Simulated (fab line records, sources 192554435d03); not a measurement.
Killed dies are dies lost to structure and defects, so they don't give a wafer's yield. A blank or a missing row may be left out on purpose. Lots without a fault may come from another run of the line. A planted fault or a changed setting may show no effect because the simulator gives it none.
A struck lot beside a sound one | flow n5_finfet | 24 steps out of a route of 1938
Sound: wafers L236.2, L236.3, L236.5. Struck: wafers L245.1, L245.3, L245.5. The cause comes at the end.
At each step with rows: each side's tool, then ch and its chambers, then its first start. Under that, the readings that differ: sound wafers | struck wafers | difference of the means | sigmas: that difference in standard deviations of wafers without a fault.
alike: readings whose means differ by less than 2 such deviations, and words and numbers that are the same on both sides. not compared: withheld readings, readings that some wafer has no value for, bounds like >300 that may hide the same value, and numbers for which the record gives no deviation and whose values overlap.
The two part at a step that has a row with sigmas, a row that says differs or no value, or rows on one side only. Numbers that don't overlap but have no deviation are shown without sigmas and don't part them. A reading that every wafer of one side lacks parts them only if that side has two wafers or more.

first, 8 steps without rows for these wafers: N5_BEOL_M10_ANNEAL_51 (time 90 s); N5_BEOL_M10_CMP_52 (polishes, stops on SiCOH lowk, t overpolish 7 s, target thk 140 nm); N5_BEOL_M10_PRE_CLEAN_55 (time 15 s); N5_BEOL_M10_DEP_56 (deposits SiCN from 3MS/NH3, target thk 15 nm, time 26.5 s); N5_BEOL_M11_ILD_DEP_00 (deposits SiCOH lowk from DEMS/porogen, target thk 308.51 nm, time 58 s); N5_BEOL_M11_CURE_71 (cures SiCOH lowk, time 240 s); N5_BEOL_M11_PECVD_70 (deposits SiO2 from TEOS/O2, target thk 20 nm, time 22.7 s); N5_BEOL_M11_HM_DEP_02 (deposits TiN, target thk 20 nm).
N5_BEOL_M11_COAT_59: time 60 s, resist thk 100 nm.
  sound on litho_track-02 ch 0, day 9 19:24; struck on litho_track-02 ch 0, day 11 20:38
  reading                                   | sound                | struck               | difference | sigmas
  spin_speed_rpm (rpm)                      | 1499.9 1501.2 1502.1 | 1288.0 1289.4 1287.2 | -212.9     | -99 or more
  model.SOC_of_BEOL_M11_COAT_59.thk_nm (nm) | 99.6 99.8 99.8       | 108 108 108.2        | +8         |
  alike: resist_line_temp_C
then, 9 steps without rows for these wafers: N5_BEOL_M11_COAT_60 (time 60 s, resist thk 30 nm); N5_BEOL_M11_COAT_05 (resist thk 90 nm); N5_BEOL_M11_EBR_07; N5_BEOL_M11_SOFTBAKE_06 (time 60 s); N5_BEOL_M11_EXPOSE_08 (exposes mask M11); N5_BEOL_M11_PEB_09 (peb time 60 s); N5_BEOL_M11_DEVELOP_10 (develop time 30 s); N5_BEOL_M11_DESCUM_16 (chemistry O2, time 7.9 s); N5_BEOL_M11_ETCH_61 (etches SiARC in CF4, target depth 39 nm, time 65 s).
N5_BEOL_M11_ETCH_62: etches SOC in N2/H2, target depth 110 nm, overetch 22 nm, time 165 s.
  sound on rie_diel-03 ch 1,2, day 9 20:04; struck on rie_diel-03 ch 0,2,3, day 11 21:02
  reading                  | sound             | struck            | difference | sigmas
  model.etch.depth_nm (nm) | 99.59 99.75 99.87 | 108.1 108.1 108.3 | +8.4       |
  alike: drypump_motor_current_A, oes_product_au, rf_vpp_V, showerhead_plenum_p_Torr, throttle_valve_pct
  not compared: rf_hours_counter_h
then, 2 steps without rows for these wafers: N5_BEOL_M11_STRIP_68 (strips in N2/H2); N5_BEOL_M11_STRIP_67 (strips in CF4).
N5_BEOL_M11_HM_OPEN_17: chemistry Cl2/BCl3, target TiN, target depth 20 nm, overetch 6 nm.
  sound on rie_metal-01 ch 0,1, day 9 20:14; struck on rie_metal-01 ch 0,1, day 11 21:14
  reading                                   | sound        | struck           | difference | sigmas
  model.SOC_of_BEOL_M11_COAT_59.thk_nm (nm) | 91.4 92 92.2 | 100.2 99.8 100.6 | +8.3       |
  alike: drypump_motor_current_A, oes_product_au, throttle_valve_pct
  not compared: rf_hours_counter_h
then, 1 step without rows for these wafers: N5_BEOL_M11_STRIP_19 (strips in O2).
N5_PASSIVATION_PROBE_49:
  the record has rows for the struck wafers here (prober-01, day 13 14:31) and none for the sound ones

WHERE THEY PART
First at N5_BEOL_M11_COAT_59; last, within this record, at N5_PASSIVATION_PROBE_49.

WHY: what the simulator had put in
Process parameter drift: litho_track-02, from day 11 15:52 on, at N5_BEOL_M11_COAT_59. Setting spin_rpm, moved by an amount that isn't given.
